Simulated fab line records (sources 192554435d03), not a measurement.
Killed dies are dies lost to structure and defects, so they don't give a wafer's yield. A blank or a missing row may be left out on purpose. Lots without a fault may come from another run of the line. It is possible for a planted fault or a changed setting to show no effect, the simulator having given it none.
Which of the tools did it? + flow n5-finfet + 72 wafers from 24 lots sampled at 2 of the route's 1938 steps

## WHAT THE GAUGES SHOWED, per wafer
N5_WELL_APT_INSPECT_27: inspects for defects (macro).
| lot  | measured    | on                | raw-defect-count |
|------|-------------|-------------------|------------------|
| L074 | day 1 15:07 | defect-inspect-01 | 0 3 1            |
| L075 | day 1 21:18 | defect-inspect-02 | 3 6 2            |
| L076 | day 2 03:31 | defect-inspect-01 | 3 1 3            |
| L077 | day 2 09:01 | defect-inspect-02 | 1 1 2            |
| L078 | day 2 15:34 | defect-inspect-01 | 4 0 2            |
| L079 | day 2 21:17 | defect-inspect-02 | 4 0 2            |
| L080 | day 3 03:37 | defect-inspect-02 | 5 1 4            |
| L081 | day 3 09:28 | defect-inspect-02 | 1 1 2            |
| L082 | day 3 15:55 | defect-inspect-01 | 1 1 2            |
| L083 | day 3 22:20 | defect-inspect-02 | 0 4 2            |
| L084 | day 4 03:16 | defect-inspect-01 | 1 3 2            |
| L085 | day 4 09:10 | defect-inspect-02 | 0 2 1            |
| L086 | day 4 14:59 | defect-inspect-02 | 2 2 0            |
| L087 | day 4 21:03 | defect-inspect-01 | 3 1 0            |
| L088 | day 5 03:08 | defect-inspect-01 | 1 3 3            |
| L089 | day 5 09:01 | defect-inspect-01 | 3 2 2            |
| L090 | day 5 15:34 | defect-inspect-01 | 1 1 3            |
| L091 | day 5 20:58 | defect-inspect-02 | 5 3 4            |
| L092 | day 6 03:07 | defect-inspect-01 | 1 2 1            |
| L093 | day 6 08:59 | defect-inspect-01 | 2 4 0            |
| L094 | day 6 15:25 | defect-inspect-02 | 1 2 3            |
| L095 | day 6 21:07 | defect-inspect-01 | 3 2 1            |
| L096 | day 7 02:52 | defect-inspect-01 | 4 2 2            |
| L097 | day 7 09:02 | defect-inspect-02 | 4 1 2            |

N5_PMOS_HMC_CHANNEL_EPI_INSPECT_11: inspects for defects (macro).
| lot  | measured    | on                | raw-defect-count |
|------|-------------|-------------------|------------------|
| L074 | day 1 17:19 | defect-inspect-01 | 3 1 1            |
| L075 | day 1 23:29 | defect-inspect-02 | 0 2 0            |
| L076 | day 2 05:55 | defect-inspect-02 | 3 1 3            |
| L077 | day 2 11:22 | defect-inspect-01 | 2 6 2            |
| L078 | day 2 17:50 | defect-inspect-02 | 5 1 0            |
| L079 | day 2 23:34 | defect-inspect-01 | 3 2 4            |
| L080 | day 3 05:40 | defect-inspect-01 | 2 1 1            |
| L081 | day 3 11:38 | defect-inspect-02 | 1 4 2            |
| L082 | day 3 18:44 | defect-inspect-02 | 0 2 1            |
| L083 | day 4 01:03 | defect-inspect-02 | 1 2 2            |
| L084 | day 4 06:48 | defect-inspect-02 | 1 2 2            |
| L085 | day 4 11:36 | defect-inspect-02 | 1 2 3            |
| L086 | day 4 17:07 | defect-inspect-02 | 0 1 3            |
| L087 | day 4 23:32 | defect-inspect-02 | 0 1 0            |
| L088 | day 5 05:35 | defect-inspect-01 | 7 2 2            |
| L089 | day 5 11:37 | defect-inspect-01 | 1 4 1            |
| L090 | day 5 18:05 | defect-inspect-02 | 3 1 2            |
| L091 | day 5 23:13 | defect-inspect-01 | 4 0 2            |
| L092 | day 6 05:59 | defect-inspect-02 | 2 2 3            |
| L093 | day 6 11:25 | defect-inspect-01 | 3 4 3            |
| L094 | day 6 17:43 | defect-inspect-02 | 3 0 1            |
| L095 | day 6 23:18 | defect-inspect-01 | 1 1 1            |
| L096 | day 7 05:04 | defect-inspect-01 | 4 2 0            |
| L097 | day 7 11:14 | defect-inspect-01 | 3 4 0            |

## EACH LOT AND THE TOOL THAT RAN IT (in order: tool; ch and the chambers of the sampled wafers; start)
There is no process step in the record ahead of these readings.

## WHAT THE TOOLS THEMSELVES READ (means of the sampled wafers that have a number; where no wafer has one, the mark that the record gives instead)
The record holds no such reading with a usual standard deviation.

## THE ANSWER, worked out from the rows above alone
Rule: usual is defined by the lots themselves. The widest of any qualifying gaps counts: lots, ordered by their means at a reading, are off when they make up no more than a third of the lots, leave a main group of 4 or more, and stand apart from it by 3 or more times the standard deviation of that group's means. A main group is skipped when, at the precision printed for the reading in the tables above, its means are all equal. Also off: a lot with no number at a reading for which 4 or more lots have one. Any other lot the step has rows for is counted as sound. Order of review: gauges by route order, followed by the tools' own readings, for which a lot's mean as printed above is used. The first step at which some lot is off is used, and at that step the reading that is off furthest; a lot without a number counts as furthest.
No lot is off at any reading shown: from this, nothing can be told.

## WHAT HAD BEEN PUT IN BY THE SIMULATOR
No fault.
